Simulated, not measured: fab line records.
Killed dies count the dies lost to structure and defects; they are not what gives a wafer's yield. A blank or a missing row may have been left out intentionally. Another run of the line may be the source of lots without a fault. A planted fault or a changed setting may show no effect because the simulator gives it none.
Which tool did it? :: flow n5-finfet :: 10 lots, 30 wafers sampled, at 2 steps of a route of 1938

WHAT THE GAUGES SHOWED, per wafer
N5_BEOL_M13_OCD_MEAS_35.
lot: L392
measured: day 12 22:56
on: ocd-01
trench-depth-nm (nm): 418 413 415

lot: L391
measured: day 13 00:20
on: ocd-02
trench-depth-nm (nm): 409 404 403

lot: L394
measured: day 13 03:32
on: ocd-02
trench-depth-nm (nm): 423 406 404

lot: L395
measured: day 13 11:29
on: ocd-01
trench-depth-nm (nm): 419 419 419

lot: L399
measured: day 14 17:17
on: ocd-01
trench-depth-nm (nm): 415 416 414

lot: L400
measured: day 14 22:01
on: ocd-01
trench-depth-nm (nm): 416 404 405

lot: L409
measured: day 17 08:31
on: ocd-01
trench-depth-nm (nm): 413 408 419

lot: L411
measured: day 17 15:40
on: ocd-02
trench-depth-nm (nm): 416 417 406

lot: L410
measured: day 17 17:14
on: ocd-02
trench-depth-nm (nm): 400 398 404

lot: L414
measured: day 18 09:58
on: ocd-01
trench-depth-nm (nm): 405 401 402

EACH LOT AND THE TOOL THAT RAN IT (in order: tool; ch and the chambers of the sampled wafers; start)
lot: L392
N5_BEOL_M13_ETCH_68: rie-diel-02 ch 0,2,3, day 12 22:32

lot: L391
N5_BEOL_M13_ETCH_68: rie-diel-02 ch 0,2, day 12 23:56

lot: L394
N5_BEOL_M13_ETCH_68: rie-diel-06 ch 0,1, day 13 03:08

lot: L395
N5_BEOL_M13_ETCH_68: rie-diel-04 ch 0,1, day 13 11:05

lot: L399
N5_BEOL_M13_ETCH_68: rie-diel-04 ch 0,1,3, day 14 16:53

lot: L400
N5_BEOL_M13_ETCH_68: rie-diel-06 ch 0,3, day 14 21:26

lot: L409
N5_BEOL_M13_ETCH_68: rie-diel-04 ch 0,2,3, day 17 08:07

lot: L411
N5_BEOL_M13_ETCH_68: rie-diel-06 ch 0,2, day 17 15:16

lot: L410
N5_BEOL_M13_ETCH_68: rie-diel-06 ch 2,3, day 17 16:51

lot: L414
N5_BEOL_M13_ETCH_68: rie-diel-02 ch 2, day 18 09:23
- N5_BEOL_M13_ETCH_68: etches SOC in N2/H2, time 355 s.

THE ANSWER, worked out from the rows above alone
Rule: the lots themselves supply what counts as usual. Put in order of their means at a reading, lots are off if they are a third of the lots or fewer, leave a main group of 4 or more, and stand apart from it by a gap of 3 or more times the standard deviation of the main group's means; of several such gaps the widest counts. A main group is skipped when, at the precision printed for the reading in the tables above, its means are all equal. Also off: a lot with no number at a reading for which 4 or more lots have one. Any other lot the step has rows for is counted as sound.
No lot is off on any of the readings shown, so nothing can be concluded from this.

WHAT THE SIMULATOR HAD INSERTED
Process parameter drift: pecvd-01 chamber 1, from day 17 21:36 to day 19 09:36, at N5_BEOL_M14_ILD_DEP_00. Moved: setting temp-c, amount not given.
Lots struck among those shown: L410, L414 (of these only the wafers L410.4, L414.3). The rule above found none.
